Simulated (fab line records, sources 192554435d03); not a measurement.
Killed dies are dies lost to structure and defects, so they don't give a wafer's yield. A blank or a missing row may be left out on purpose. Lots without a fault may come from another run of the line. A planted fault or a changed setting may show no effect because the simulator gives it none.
Split-lot experiment | flow n5_finfet | 7 lots, 21 wafers read, on a route of 1938 steps

THE SPLIT
At N5_BEOL_M15_ETCH_61 (etches BARC in N2/H2, target depth 89 nm, overetch 26.7 nm, time 67.9 s), the setting time_s was moved away from the recipe's 67.9 s on 10 of the 21 wafers read, by -20.4% to +12.7%. The other wafers ran this setting at the recipe's value.

The reading is taken at the split's own step.

THE READING
coat_of_BEOL_M15_COAT_22.thk_nm (the simulator's own value, which no gauge read), in nm, at N5_BEOL_M15_ETCH_61 (etches BARC in N2/H2, target depth 89 nm, overetch 26.7 nm, time 67.9 s). The file gives no usual value for it. The 11 wafers here that ran the recipe average 719.1 nm, standard deviation 2.3 nm.

wafer  | tool, chamber at the split | time_s as run, s | against the recipe | coat_of_BEOL_M15_COAT_22.thk_nm, nm | against lot-mates on the recipe
L077.1 | rie_diel-01, 0             | 67.9             | recipe             | 715.6                               | -
L077.3 | rie_diel-01, 2             | 67.9             | recipe             | 716                                 | -
L077.5 | rie_diel-01, 3             | 67.9             | recipe             | 718                                 | -
L075.3 | rie_diel-05, 3             | 76.49            | +12.7%             | 711                                 | -9.2
L075.4 | rie_diel-05, 0             | 76.49            | +12.7%             | 710.6                               | -9.6
L075.5 | rie_diel-05, 0             | 67.9             | recipe             | 720.2                               | -
L080.1 | rie_diel-05, 3             | 67.9             | recipe             | 718.8                               | -
L080.3 | rie_diel-05, 1             | 67.9             | recipe             | 720.4                               | -
L080.4 | rie_diel-05, 1             | 67.9             | recipe             | 720.4                               | -
L082.3 | rie_diel-01, 0             | 64.07            | -5.6%              | 725.4                               | +3.4
L082.4 | rie_diel-01, 2             | 67.9             | recipe             | 720                                 | -
L082.5 | rie_diel-01, 3             | 67.9             | recipe             | 724                                 | -
L087.4 | rie_diel-01, 3             | 74.27            | +9.4%              | 715.4                               | -1.8
L087.5 | rie_diel-01, 2             | 67.9             | recipe             | 717.2                               | -
L087.6 | rie_diel-01, 1             | 74.27            | +9.4%              | 713.2                               | -4.0
L091.2 | rie_diel-05, 1             | 54.03            | -20.4%             | 738.6                               | no lot-mate on the recipe
L091.3 | rie_diel-05, 2             | 54.03            | -20.4%             | 735.2                               | no lot-mate on the recipe
L091.4 | rie_diel-05, 0             | 54.03            | -20.4%             | 738.4                               | no lot-mate on the recipe
L090.3 | rie_diel-01, 0             | 67.9             | recipe             | 719.6                               | -
L090.4 | rie_diel-01, 3             | 57.15            | -15.8%             | 731.4                               | +11.8
L090.6 | rie_diel-01, 2             | 57.15            | -15.8%             | 726.8                               | +7.2

THE FIT
A straight line over all 21 wafers: coat_of_BEOL_M15_COAT_22.thk_nm changes by -0.762 nm for each +1% of time_s; r = -0.96; the points scatter about the line by 2.5 nm.
The same after taking each lot's own level away (the mean of its wafers on the recipe; 18 wafers): -0.596 nm for each +1%; r = -0.94; scatter 1.7 nm.
On that fit, the largest move of time_s shifts the reading by 12 nm.
The lots' own levels span 716.53 to 722.00 nm, that is 2.4 times the standard deviation above.
So the lot-to-lot level changes the slope: the two fits differ.
Check: with one of the wafers moved furthest among these (-15.8%) left out of the fit, the line predicts +8.5 nm for it against its lot-mates. It came out at +11.8 nm against them.

OTHER SPLITS ON THESE WAFERS
These wafers also went through other splits before the reading. Each is held against what the fit with the lots' levels taken away leaves over:
other split on the same wafers | wafers away from the commonest value | r with coat_of_BEOL_M15_COAT_22.thk_nm (lot level and that fit taken away)
N5_BEOL_M15_PEB_26 peb_time_s  | 6                                    | -0.13

THE FILE'S OWN FIT
coat_of_BEOL_M15_COAT_22.thk_nm changes by -0.595 nm for each +1% of time_s, r = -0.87.
